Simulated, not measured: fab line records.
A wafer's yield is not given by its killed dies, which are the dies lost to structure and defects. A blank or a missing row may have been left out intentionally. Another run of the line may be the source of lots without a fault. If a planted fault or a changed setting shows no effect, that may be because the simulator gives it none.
Matching of chambers	flow nand harc	3 sister chambers for NHARC_A_DECK1_JOINT_DEP_16 on pecvd-04
The step deposits SiO2, target thk 45 nm. 6 wafers are shown with their chamber, then 9 later ones without.

== WAFERS PAIRED WITH THEIR CHAMBERS ==
wafer	chamber	heater power w (W)	throttle valve pct (%)
L078.6	1	818	16.0
L079.1	0	428	16.3
L079.5	1	785	16.2
L080.3	2	391	15.8
L080.4	0	439	16.4
L080.6	2	397	16.0

== WAFERS MISSING THEIR CHAMBER ==
wafer	heater power w (W)	throttle valve pct (%)
L084.2	793	16.1
L084.3	375	16.1
L084.4	373	16.0
L088.3	839	15.9
L088.5	377	16.7
L088.6	811	16.2
L089.2	468	16.3
L089.3	410	16.5
L089.5	695	16.0

== EACH ONE'S CHAMBER ==
wafer	from the rows above	in truth
L084.2	1	1
L084.3	2	2
L084.4	2	2
L088.3	1	1
L088.5	can't be placed: 0 or 2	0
L088.6	1	1
L089.2	0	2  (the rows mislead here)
L089.3	0	0
L089.5	1	1
7 of 9 placed correctly. These rows do not allow placing 1 (true chamber among the candidates in 1). Number placed wrongly: 1.
How it was worked out, from the rows above alone: a wafer's distance from a chamber is the root of the sum, over the readings, of the square of ((its reading less the chamber's mean) divided by the reading's scatter). The wafer belongs to the nearest chamber; if the next one is less than 2 further off, it can't be placed. Each chamber's mean is taken over the wafers shown for it. How the scatter is found: for the shown wafers, subtract from each reading the mean of its chamber, square and add these, divide the total by (wafers less chambers), then take the root.
